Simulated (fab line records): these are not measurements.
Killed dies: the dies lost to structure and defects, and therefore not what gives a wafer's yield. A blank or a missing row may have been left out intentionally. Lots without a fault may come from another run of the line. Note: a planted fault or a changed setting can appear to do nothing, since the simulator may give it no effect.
fab line records | flow nand-harc | part 1 of 2: steps 1 to 25 of 35
[record] lots = 5 wafers = 15 last-day = 24
route steps=1159 shown A_BLC@973 A_M0@994
lots that met no fault: taken from a fault-free run of the same line
start-h: hours from the record's opening day to when the first of the lot's shown wafers began | wait-h: how many hours have passed since the lot's step before this one | " identical to the entry in the row above | L1.1+2: one row covering several wafers at once | - value missing, or start not given | * or withheld: withheld | < > ~ a bound
route shown NAME@n: NAME is a module with steps in the file, n the number in the route of the first one | usual: mean/standard deviation of fault-free wafers | same: alike in all rows | chamber/n: place in a boat | sites: each site's reading | _std_site: standard deviation across them | _edge_site: outer sites' mean less inner sites' | radius-mm: how far each site lies from the wafer's centre | mask NAME#n: copy n | behind: tool/chamber where the wafer was last shaped | hold: what put the lot on hold/how long, in hours/how the hold closed | device: which transistor (n, p or np) failed to switch | end of line: the same wafers' tests at the end of the route | for a step that has no rows: nothing shown but its recipe | killed: dies that structure and defects cost at the first sort, which is not the same as the wafer's yield | map: per-die view of a wafer (x killed, . not killed, _ where there is no die)
set.NAME: the run value of the setting; set.NAME@STEP: its run value at that earlier step | model.NAME: the simulator's own value behind a step, which no gauge read
a table for each step, a row for each wafer; lots at some steps of the route
services: when a tool's chamber went out of use (start-h, in hours from the record's first day, below 0 if earlier), for how many hours, and the reason
[[steps]]
[step NHARC_A_BLC_DEVELOP_09]
[recipe] develop-time-s = 35 dev-temp-c = 23
// columns lot.wafer tool chamber start-h wait-h
L078.2+3+5 litho-track-04 0 - -
L082.1+2+5 litho-track-04 0 - -
L085.1+3+5 litho-track-04 0 - -
L086.4+5+6 litho-track-06 0 - -
L093.3+4+6 litho-track-01 0 - -
[step NHARC_A_BLC_CD_MEAS_10]
[recipe] target-cd-nm = 100 landing-energy-ev = 500
[usual] cd-nm = 100.0/0.65
// columns lot.wafer tool chamber start-h wait-h cd-nm
L078.2 cd-sem-01 0 402.34 - 99.4
L078.3 " 0 " " 101.0
L078.5 " 0 " " 100.5
L082.1 cd-sem-02 0 438.66 - 100.8
L082.2 " 0 " " 100.7
L082.5 " 0 " " 100.5
L085.1 cd-sem-01 0 457.98 - 100.1
L085.3 " 0 " " 101.0
L085.5 " 0 " " 100.0
L086.4 cd-sem-01 0 484.05 - 100.1
L086.5 " 0 " " 100.1
L086.6 " 0 " " 99.3
L093.3 cd-sem-03 0 514.49 - 99.2
L093.4 " 0 " " 100.5
L093.6 " 0 " " 99.3
[step NHARC_A_BLC_OVL_MEAS_11]
[usual] overlay-x-nm = 0.0/0.72 overlay-y-nm = -0.2/0.76
// columns lot.wafer tool chamber start-h wait-h overlay-x-nm overlay-y-nm
L078.2 overlay-01 - 402.43 - -0.5 0.0
L078.3 " - " " 0.0 0.7
L078.5 " - " " 0.4 0.4
L082.1 overlay-02 - 438.75 - 0.3 -1.2
L082.2 " - " " 0.0 -1.4
L082.5 " - " " -0.4 -0.9
L085.1 overlay-01 - 458.06 - 1.3 -1.2
L085.3 " - " " 1.3 -1.8
L085.5 " - " " 0.9 -1.4
L086.4 overlay-01 - 484.13 - -1.0 0.0
L086.5 " - " " -1.0 -0.1
L086.6 " - " " -1.2 -0.1
L093.3 overlay-02 - 514.58 - 1.1 -0.9
L093.4 " - " " 0.9 -1.2
L093.6 " - " " 0.8 0.0
[step NHARC_A_BLC_INSPECT_12]
[usual] raw-defect-count = 30/13
// columns lot.wafer tool chamber start-h wait-h raw-defect-count
L078.2 defect-inspect-01 - 402.46 0.0 39
L078.3 " - " " 34
L078.5 " - " " 31
L082.1 defect-inspect-02 - 438.79 0.0 26
L082.2 " - " " 24
L082.5 " - " " 26
L085.1 defect-inspect-01 - 458.10 0.0 29
L085.3 " - " " 34
L085.5 " - " " 24
L086.4 defect-inspect-01 - 484.17 0.0 37
L086.5 " - " " 44
L086.6 " - " " 25
L093.3 defect-inspect-02 - 514.61 0.0 46
L093.4 " - " " 42
L093.6 " - " " 39
[step NHARC_A_BLC_DESCUM_15]
[recipe] time-s = 3 o2-flow-sccm = 200 ar-flow-sccm = 0 bias-power-w = 0 chemistry = O2
[usual] drypump-motor-current-A = 5.6/0.46 oes-product-au = 1.000/0.0096 rf-vpp-V = 57.8/0.87 showerhead-plenum-p-Torr = 1.90/0.1 throttle-valve-pct = 11.312/0.0091
// columns lot.wafer tool chamber start-h wait-h drypump-motor-current-A oes-product-au rf-hours-counter-h rf-vpp-V showerhead-plenum-p-Torr throttle-valve-pct
L078.2 rie-diel-10 2 402.52 0.1 5.8 1.010 4 58.2 1.88 11.308
L078.3 " 1 " " 4.9 1.024 4 58.3 1.92 11.316
L078.5 " 2 " " 5.7 1.013 - 56.0 1.88 11.311
L082.1 rie-diel-08 2 438.85 0.1 5.4 0.990 13 56.0 1.77 11.323
L082.2 " 1 " " 5.4 1.011 13 57.3 2.03 11.317
L082.5 " 2 " " 5.4 0.991 - 56.9 1.77 11.301
L085.3 rie-diel-08 3 458.17 0.1 5.6 0.994 15 58.8 1.80 11.316
L085.1 " 0 " " 6.4 1.005 13 57.6 1.99 11.309
L085.5 " 3 " " 5.6 0.972 - 56.3 1.80 11.301
L086.4 rie-diel-10 0 484.24 0.1 5.0 0.999 15 58.0 1.81 11.317
L086.5 " 2 " " 5.7 0.990 - 58.0 1.87 11.316
L086.6 " 3 " " 6.0 0.993 - 58.4 2.04 11.311
L093.3 rie-diel-10 1 514.67 0.1 4.9 1.013 18 58.6 1.92 11.307
L093.6 " 2 " " 5.7 1.007 - 57.6 1.87 11.306
L093.4 " 0 " " 4.9 1.019 - 57.5 1.81 11.305
[step NHARC_A_BLC_ETCH_16]
[recipe] target-depth-a = 390 over-etch-frac = 0.3 time-s = 65 ion-energy-ev = 80 cf4-flow-sccm = 150 ar-flow-sccm = 0 rf-w = 300 bias-w = 100 chemistry = CF4
[usual] drypump-motor-current-A = 5.6/0.48 oes-product-au = 1.001/0.0088 rf-vpp-V = 151.2/1.4 showerhead-plenum-p-Torr = 1.76/0.088 throttle-valve-pct = 13.283/0.0083
// columns lot.wafer tool chamber start-h wait-h drypump-motor-current-A oes-product-au rf-hours-counter-h rf-vpp-V showerhead-plenum-p-Torr throttle-valve-pct
L078.3 rie-diel-10 1 402.62 0.1 4.9 1.021 4 152.0 1.78 13.294
L078.2 " 2 " " 5.7 1.005 4 151.3 1.74 13.270
L078.5 " 0 " " 4.9 1.000 - 151.0 1.68 13.291
L082.2 rie-diel-08 1 438.94 0.1 5.4 1.005 13 151.3 1.87 13.283
L082.1 " 2 " " 5.4 0.995 13 148.6 1.65 13.271
L082.5 " 2 " " 5.4 0.996 - 149.9 1.65 13.275
L085.3 rie-diel-08 2 458.25 0.1 5.4 1.001 16 150.1 1.64 13.285
L085.1 " 1 " " 5.4 1.004 15 153.0 1.87 13.287
L085.5 " 2 " " 5.4 0.998 - 149.5 1.64 13.293
L086.4 rie-diel-10 2 484.33 0.1 5.7 0.998 12 152.0 1.73 13.294
L086.5 " 3 " " 6.0 0.994 - 154.2 1.88 13.291
L086.6 " 0 " " 5.0 1.001 - 148.8 1.68 13.282
L093.3 rie-diel-10 0 514.77 0.1 5.0 1.005 19 150.5 1.68 13.284
L093.4 " 0 " " 5.0 1.003 - 149.3 1.68 13.283
L093.6 " 1 " " 4.9 1.009 - 150.7 1.77 13.285
[step NHARC_A_BLC_ETCH_17]
[recipe] target-depth-a = 3900 over-etch-frac = 0.25 time-s = 609.38 ion-energy-ev = 200 n2-flow-sccm = 150 h2-flow-sccm = 150 ar-flow-sccm = 0 rf-w = 400 bias-w = 150 chemistry = N2/H2
[usual] drypump-motor-current-A = 5.6/0.48 oes-product-au = 1.000/0.0094 rf-vpp-V = 430/3.2 showerhead-plenum-p-Torr = 2.03/0.11 throttle-valve-pct = 14.172/0.0093
// columns lot.wafer tool chamber start-h wait-h drypump-motor-current-A oes-product-au rf-hours-counter-h rf-vpp-V showerhead-plenum-p-Torr throttle-valve-pct
L078.3 rie-diel-10 1 - - 4.9 1.009 4 430 2.05 14.165
L078.2 " 3 " " 6.0 1.004 5 435 2.18 14.156
L078.5 " 1 " " 4.9 1.027 - 431 2.05 14.170
L082.2 rie-diel-08 1 - - 5.4 1.004 13 433 2.17 14.154
L082.1 " 2 " " 5.4 0.989 13 425 1.88 14.169
L082.5 " 3 " " 5.6 0.989 - 427 1.91 14.174
L085.1 rie-diel-08 2 - - 5.4 0.999 16 426 1.88 14.182
L085.3 " 0 " " 6.5 0.999 14 433 2.12 14.172
L085.5 " 1 " " 5.4 1.005 - 434 2.17 14.157
L086.4 rie-diel-10 1 - - 4.9 1.006 14 430 2.05 14.162
L086.6 " 3 " " 6.0 1.003 - 433 2.18 14.165
L086.5 " 0 " " 5.0 1.007 - 428 1.93 14.148
L093.3 rie-diel-10 2 - - 5.7 1.003 17 430 1.99 14.174
L093.4 " 2 " " 5.8 0.999 - 429 1.99 14.166
L093.6 " 0 " " 5.0 1.008 - 428 1.93 14.177
[step NHARC_A_BLC_ETCH_18]
[recipe] target-depth-a = 9100 c4f8-flow-sccm = 20 o2-flow-sccm = 10 ar-flow-sccm = withheld rf-w = 600 bias-w = 1500 chemistry = C4F8/O2/Ar
[usual] oes-product-au = 0.947/0.022 rf-vpp-V = 978/7.3
// columns lot.wafer tool chamber start-h wait-h oes-product-au rf-hours-counter-h rf-vpp-V
L078.2 rie-diel-10 0 - - 0.990 6 972
L078.3 " 1 " " 0.997 4 978
L078.5 " 0 " " 0.982 - 971
L082.1 rie-diel-08 2 - - 0.953 14 969
L082.2 " 0 " " 0.969 13 984
L082.5 " 2 " " 0.956 - 969
L085.1 rie-diel-08 2 - - 0.924 16 969
L085.3 " 0 " " 0.918 14 983
L085.5 " 1 " " 0.924 - 987
L086.4 rie-diel-10 1 - - 0.938 14 979
L086.5 " 1 " " 0.935 - 979
L086.6 " 2 " " 0.920 - 976
L093.3 rie-diel-10 3 - - 0.929 17 987
L093.4 " 2 " " 0.929 18 975
L093.6 " 3 " " 0.937 - 985
[step NHARC_A_BLC_CD_MEAS_19]
[usual] cd-nm = 99.4/2
// columns lot.wafer tool chamber start-h wait-h cd-nm
L078.2 cd-sem-03 - 403.49 - 96.5
L078.3 " - " " 99.8
L078.5 " - " " 100.6
L082.1 cd-sem-03 - 439.82 - 97.7
L082.2 " - " " 102.6
L082.5 " - " " 99.2
L085.1 cd-sem-02 - 459.29 - 98.5
L085.3 " - " " 99.1
L085.5 " - " " 100.2
L086.4 cd-sem-02 - 485.54 - 100.0
L086.5 " - " " 102.0
L086.6 " - " " 98.8
L093.3 cd-sem-02 - 515.77 - 96.9
L093.4 " - " " 98.3
L093.6 " - " " 102.0
[step NHARC_A_BLC_STRIP_29]
[recipe] cf4-flow-sccm = 150 ar-flow-sccm = 0 bias-w = 0 chemistry = CF4
[usual] drypump-motor-current-A = 5.6/0.49 oes-product-au = 1.002/0.0081 rf-vpp-V = 59.4/0.83 showerhead-plenum-p-Torr = 1.76/0.085 throttle-valve-pct = 13.285/0.0086
// columns lot.wafer tool chamber start-h wait-h drypump-motor-current-A oes-product-au rf-hours-counter-h rf-vpp-V showerhead-plenum-p-Torr throttle-valve-pct
L078.3 rie-diel-10 1 403.58 0.1 4.9 1.020 4 60.6 1.78 13.279
L078.2 " 3 " " 6.0 0.992 5 60.2 1.88 13.270
L078.5 " 1 " " 4.9 1.009 - 60.0 1.78 13.293
L082.1 rie-diel-10 2 439.92 0.1 5.8 1.008 9 58.7 1.73 13.293
L082.2 " 3 " " 6.0 0.995 10 62.1 1.88 13.270
L082.5 " 0 " " 5.0 1.006 - 58.9 1.68 13.291
L085.1 rie-diel-10 0 459.37 0.1 5.0 1.004 12 59.5 1.68 13.285
L085.3 " 1 " " 4.9 1.010 11 59.4 1.78 13.283
L085.5 " 0 " " 5.0 1.011 - 59.0 1.68 13.278
L086.4 rie-diel-02 1 485.65 0.1 6.0 0.997 - 59.2 1.73 13.273
L086.6 " 2 " " 5.9 1.007 - 58.2 1.65 13.294
L086.5 " 3 " " 5.7 1.004 - 60.5 1.76 13.298
L093.3 rie-diel-08 1 515.85 0.1 5.4 1.006 3 59.9 1.87 13.294
L093.4 " 3 " " 5.6 0.990 3 58.9 1.67 13.286
L093.6 " 0 " " 6.4 0.993 - 60.5 1.83 13.291
[step NHARC_A_BLC_STRIP_21]
[recipe] o2-flow-sccm = 500 ar-flow-sccm = 0 bias-w = 0 chemistry = O2
[usual] drypump-motor-current-A = 5.6/0.46 oes-product-au = 1.002/0.0091 rf-vpp-V = 57.7/0.92 showerhead-plenum-p-Torr = 3.50/0.17 throttle-valve-pct = 17.037/0.0086
// columns lot.wafer tool chamber start-h wait-h drypump-motor-current-A oes-product-au rf-hours-counter-h rf-vpp-V showerhead-plenum-p-Torr throttle-valve-pct
L078.2 rie-diel-10 2 403.68 0.1 5.7 0.992 5 56.4 3.46 17.040
L078.3 " 0 " " 5.0 0.999 6 56.9 3.36 17.033
L078.5 " 2 " " 5.8 0.984 - 58.3 3.46 17.046
L082.1 rie-diel-10 2 440.00 0.1 5.8 0.992 9 57.9 3.46 17.035
L082.2 " 0 " " 5.0 1.009 11 58.3 3.35 17.051
L082.5 " 2 " " 5.7 1.001 - 57.8 3.46 17.039
L085.1 rie-diel-10 2 459.47 0.1 5.7 1.000 10 57.0 3.46 17.039
L085.3 " 3 " " 6.0 1.000 11 58.4 3.75 17.028
L085.5 " 3 " " 6.0 1.007 - 57.5 3.75 17.037
L086.4 rie-diel-02 1 485.94 0.3 6.0 1.007 - 57.0 3.46 17.034
L086.6 " 2 " " 5.8 1.011 - 57.4 3.29 17.036
L086.5 " 3 " " 5.7 1.010 - 57.1 3.52 17.039
L093.3 rie-diel-08 1 515.96 0.1 5.5 1.000 3 57.0 3.72 17.037
L093.4 " 2 " " 5.4 0.999 3 57.5 3.28 17.049
L093.6 " 0 " " 6.5 0.990 - 57.8 3.65 17.041
[step NHARC_A_BLC_STRIP_22]
[recipe] time-s = 600 temp-c = 30 chemistry = post-etch-residue-remover
// columns lot.wafer tool chamber start-h wait-h
L078.3+2+5 wet-bench-06 5,6,0 403.83 -
L082.5+1+2 wet-bench-02 0,2,4 440.16 -
L085.3+5+1 wet-bench-02 5,1,2 459.62 -
L086.6+5+4 wet-bench-02 5,6,1 486.09 -
L093.4+6+3 wet-bench-02 1,2,5 516.09 -
[step NHARC_A_BLC_DEGAS_30]
[recipe] temp-c = 300 time-s = 60
[usual] heater-power-w = 503/61
// columns lot.wafer tool chamber start-h wait-h heater-power-w
L078.3 pvd-sputter-01 - 404.10 - 553
L078.2 " - " " 543
L078.5 " - " " 461
L082.2 pvd-sputter-03 - 440.42 - 598
L082.1 " - " " 471
L082.5 " - " " 593
L085.1 pvd-sputter-01 - 459.90 - 512
L085.3 " - " " 562
L085.5 " - " " 516
L086.4 pvd-sputter-03 - 486.35 - 529
L086.5 " - " " 523
L086.6 " - " " 460
L093.4 pvd-sputter-03 - 516.38 - 596
L093.3 " - " " 413
L093.6 " - " " 460
[step NHARC_A_BLC_PRE_CLEAN_31]
[recipe] time-s = 15 bias-v = 250 gas = Ar
// columns lot.wafer tool chamber start-h wait-h
L078.2+3+5 pvd-sputter-01 - - -
L082.2+1+5 pvd-sputter-03 - - -
L085.1+3+5 pvd-sputter-01 - - -
L086.4+5+6 pvd-sputter-03 - - -
L093.4+3+6 pvd-sputter-03 - - -
[step NHARC_A_BLC_PVD_32]
[recipe] target-thk-a = 50 chamber-pressure-pa = 5 power-w = 5000 substrate-temp-c = 200 time-s = 17.7 material = Ti
[usual] throttle-valve-pct = 30.6/0.86
// columns lot.wafer tool chamber start-h wait-h throttle-valve-pct
L078.2 pvd-sputter-01 - - - 29.5
L078.3 " - " " 31.8
L078.5 " - " " 29.7
L082.2 pvd-sputter-03 - - - 30.1
L082.1 " - " " 30.0
L082.5 " - " " 30.1
L085.3 pvd-sputter-01 - - - 29.1
L085.1 " - " " 29.9
L085.5 " - " " 31.8
L086.4 pvd-sputter-03 - - - 30.2
L086.5 " - " " 30.5
L086.6 " - " " 30.8
L093.3 pvd-sputter-03 - - - 32.0
L093.4 " - " " 30.4
L093.6 " - " " 31.7
[step NHARC_A_BLC_ALD_23]
[recipe] target-thk-a = 30 pulse-time-s = 1 ald-cycles = 150 temp-c = 450 material = TiN
[usual] heater-power-w = 1032/89 precursor-pulse-height-rel = 1.002/0.019
// columns lot.wafer tool chamber start-h wait-h heater-power-w precursor-pulse-height-rel since-wet-clean-h
L078.3 ald-metal-03 0 404.34 - 938 0.998 72
L078.2 " 3 " " 1064 0.990 72
L078.5 " 0 " " 948 1.004 -
L082.1 ald-metal-04 1 440.67 - 1059 0.977 25
L082.2 " 2 " " 1010 0.972 25
L082.5 " 2 " " 1060 1.004 -
L085.3 ald-metal-03 3 460.15 - 1056 1.002 128
L085.1 " 1 " " 865 0.990 128
L085.5 " 3 " " 1057 0.989 -
L086.4 ald-metal-01 3 486.59 - 1018 0.984 18
L086.5 " 3 " " 1054 1.024 -
L086.6 " 0 " " 988 1.017 -
L093.4 ald-metal-03 3 516.60 - 1033 1.018 7
L093.3 " 0 " " 911 0.983 7
L093.6 " 0 " " 916 0.989 -
[step NHARC_A_BLC_CVD_24]
[recipe] target-thk-a = 1500 temp-c = 300 pressure-torr = 40 wf6-flow-sccm = 40 h2-flow-sccm = 1600 ar-flow-sccm = 1560 time-s = 434 material = W
[usual] heater-power-w = 455/48 throttle-valve-pct = 8.0/0.44
// columns lot.wafer tool chamber start-h wait-h heater-power-w since-wet-clean-h throttle-valve-pct
L078.2 cvd-w-01 0 - - 418 95 7.9
L078.3 " 0 " " 427 - 7.4
L078.5 " 0 " " 423 - 7.5
L082.2 cvd-w-01 0 - - 415 132 7.6
L082.1 " 1 " " 424 132 7.9
L082.5 " 0 " " 426 - 7.5
L085.1 cvd-w-01 0 - - 416 156 8.0
L085.3 " 1 " " 445 - 7.9
L085.5 " 0 " " 424 - 7.6
L086.4 cvd-w-02 0 - - 546 - 8.0
L086.5 " 1 " " 417 - 8.6
L086.6 " 0 " " 523 - 8.1
L093.4 cvd-w-02 1 - - 427 - 8.4
L093.3 " 0 " " 520 - 8.1
L093.6 " 1 " " 412 - 8.9
[step NHARC_A_BLC_CMP_25]
[recipe] t-overpolish-s = 30 target-thk-nm = 150
[usual] motor-current-A = 12.1/1 overpolish-run-s = 30.000/0.0093 time-to-endpoint-s = 29.1/2.7
// columns lot.wafer tool chamber start-h wait-h motor-current-A overpolish-run-s time-to-endpoint-s
L078.3 cmp-03 2 405.07 0.3 11.9 29.995 30.2
L078.2 " 3 " " 12.2 29.991 30.2
L078.5 " 3 " " 11.6 29.997 32.4
L082.1 cmp-01 0 441.42 0.4 11.8 30.001 29.5
L082.2 " 2 " " 13.5 30.010 27.7
L082.5 " 0 " " 11.8 30.002 30.0
L085.1 cmp-02 1 466.01 0.5 13.3 30.002 35.5
L085.3 " 2 " " 11.7 30.003 27.1
L085.5 " 0 " " 11.4 30.008 31.8
L086.4 cmp-02 0 491.81 0.3 11.4 30.014 26.5
L086.5 " 1 " " 13.3 30.004 30.3
L086.6 " 2 " " 11.7 30.002 22.8
L093.3 cmp-02 1 517.44 0.2 13.9 30.008 33.1
L093.4 " 3 " " 11.7 30.003 28.5
L093.6 " 2 " " 11.0 30.005 27.5
[step NHARC_A_BLC_SRD_27]
// columns lot.wafer tool chamber start-h wait-h
L078.2+3+5 wet-bench-02 6,7,0 405.40 0.0
L082.1+2+5 wet-bench-06 2,5,6 441.73 0.0
L085.1+5+3 wet-bench-06 7,2,3 466.29 0.0
L086.5+4+6 wet-bench-06 4,6,0 492.06 0.0
L093.3+4+6 wet-bench-07 7,1,2 517.77 0.0
[step NHARC_A_BLC_INSPECT_28]
[usual] raw-defect-count = 450/130
// columns lot.wafer tool chamber start-h wait-h raw-defect-count
L078.2 defect-inspect-02 - 405.48 0.1 829
L078.3 " - " " 448
L078.5 " - " " 427
L082.1 defect-inspect-02 - 441.81 0.1 464
L082.2 " - " " 502
L082.5 " - " " 445
L085.1 defect-inspect-01 - 466.36 0.1 378
L085.3 " - " " 293
L085.5 " - " " 226
L086.4 defect-inspect-02 - 492.14 0.1 397
L086.5 " - " " 315
L086.6 " - " " 534
L093.3 defect-inspect-01 - 517.85 0.1 335
L093.4 " - " " 262
L093.6 " - " " 296
[step NHARC_A_M0_DEP_00]
[recipe] target-thk-a = 1500 target-thk-nm = 150 temp-c = withheld pressure-torr = 5 flow-sccm = 200 rf-w = 600 material = SiOC
// columns lot.wafer tool chamber start-h wait-h since-wet-clean-h
L078.2 pecvd-04 1 405.59 0.1 17
L078.3 " 2 " " 17
L078.5 " 0 " " -
L082.2 pecvd-02 0 441.87 0.1 94
L082.1 " 1 " " 94
L082.5 " 2 " " -
L085.3 pecvd-01 1 466.50 0.1 35
L085.1 " 0 " " 36
L085.5 " 2 " " -
L086.5 pecvd-02 1 492.34 0.2 -
L086.6 " 2 " " -
L086.4 " 0 " " -
L093.3 pecvd-04 1 517.96 0.1 129
L093.6 " 0 " " -
L093.4 " 2 " " -
[step NHARC_A_M0_DEHYDRATE_01]
[recipe] temp-c = 150 time-s = 120
// columns lot.wafer tool chamber start-h wait-h
L078.2+3+5 litho-track-06 0 405.95 -
L082.1+2+5 litho-track-04 0 442.28 -
L085.1+3+5 litho-track-04 0 466.92 -
L086.4+5+6 litho-track-01 0 492.61 -
L093.3+4+6 litho-track-04 0 518.32 -
[step NHARC_A_M0_HMDS_02]
[recipe] time-s = 30
// columns lot.wafer tool chamber start-h wait-h
L078.2+3+5 litho-track-06 0 - -
L082.1+2+5 litho-track-04 0 - -
L085.1+3+5 litho-track-04 0 - -
L086.4+5+6 litho-track-01 0 - -
L093.3+4+6 litho-track-04 0 - -
[step NHARC_A_M0_COAT_33]
[recipe] temp-c = 200 time-s = 65
// columns lot.wafer tool chamber start-h wait-h
L078.2+3+5 litho-track-06 0 - -
L082.1+2+5 litho-track-04 0 - -
L085.1+3+5 litho-track-04 0 - -
L086.4+5+6 litho-track-01 0 - -
L093.3+4+6 litho-track-04 0 - -
[step NHARC_A_M0_COAT_03]
[recipe] spin-rpm = 1500 resist-thk-nm = 90
// columns lot.wafer tool chamber start-h wait-h
L078.2+3+5 litho-track-06 0 - -
L082.1+2+5 litho-track-04 0 - -
L085.1+3+5 litho-track-04 0 - -
L086.4+5+6 litho-track-01 0 - -
L093.3+4+6 litho-track-04 0 - -
